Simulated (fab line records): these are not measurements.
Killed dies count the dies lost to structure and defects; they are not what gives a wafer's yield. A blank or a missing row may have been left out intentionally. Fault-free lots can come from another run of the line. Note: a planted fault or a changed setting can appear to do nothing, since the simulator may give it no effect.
Matching of chambers -- flow n5_finfet -- N5_BEOL_M14_DESCUM_33 on rie_diel-05 has 4 sister chambers
The step chemistry O2, time 7.9 s. 18 wafers are shown with their chamber, then 9 later ones without.

== WAFERS PAIRED WITH THEIR CHAMBERS ==
wafer,chamber,throttle_valve_pct (%),showerhead_plenum_p_Torr (Torr),drypump_motor_current_A (A)
L081.1,3,20.53,2.04,5.2
L081.2,2,20.15,2.16,5.7
L081.3,0,20.52,2.06,5.7
L081.4,1,20.49,2.07,5.2
L081.5,0,20.52,2.06,5.7
L081.6,1,20.49,2.07,5.2
L084.1,0,20.54,2.06,5.7
L084.2,3,20.53,2.03,5.2
L084.3,1,20.48,2.06,5.2
L083.2,1,20.50,2.06,5.2
L083.3,3,20.53,2.03,5.2
L083.4,0,20.53,2.06,5.7
L086.1,3,20.54,2.03,5.2
L086.2,0,20.54,2.05,5.6
L086.3,1,20.50,2.06,5.2
L086.4,2,20.18,2.16,5.6
L086.5,1,20.51,2.06,5.2
L086.6,0,20.54,2.05,5.6

SIGNATURES (means of the wafers above)
reading,chamber 0,chamber 1,chamber 2,chamber 3,scatter within a chamber
throttle_valve_pct,20.5317,20.4950,20.1650,20.5325,0.0106
showerhead_plenum_p_Torr,2.0567,2.0633,2.1600,2.0325,0.00494
drypump_motor_current_A,5.667,5.200,5.650,5.200,0.0362
Rule: distance of a wafer from a chamber = root of the sum over the readings of ((wafer's reading minus chamber's mean) / reading's scatter) squared. The wafer belongs to the nearest chamber; if the next one is less than 2 further off, it can't be placed. The scatter: take each reading less its chamber's mean, square it, sum over the shown wafers, divide by the number of wafers less the number of chambers, and take the root.

== WAFERS WITHOUT THEIR CHAMBER ==
wafer,throttle_valve_pct (%),showerhead_plenum_p_Torr (Torr),drypump_motor_current_A (A)
L089.2,20.57,2.05,5.7
L089.5,20.57,2.03,5.2
L089.6,20.56,2.05,5.7
L090.1,20.19,2.15,5.6
L090.2,20.54,2.06,5.2
L090.3,20.58,2.03,5.2
L090.4,20.54,2.06,5.2
L090.5,20.17,2.15,5.7
L090.6,20.56,2.03,5.2

== THE CHAMBER EACH PASSED THROUGH ==
wafer,from the rows above,in truth
L089.2,0,0
L089.5,3,3
L089.6,0,0
L090.1,2,2
L090.2,can't be placed: 1 or 3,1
L090.3,3,3
L090.4,can't be placed: 1 or 3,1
L090.5,2,2
L090.6,3,3
Placed correctly: 7 of 9. Unplaceable from these rows: 2, with the true chamber sitting among the candidates in 2. Placed wrongly: 0.
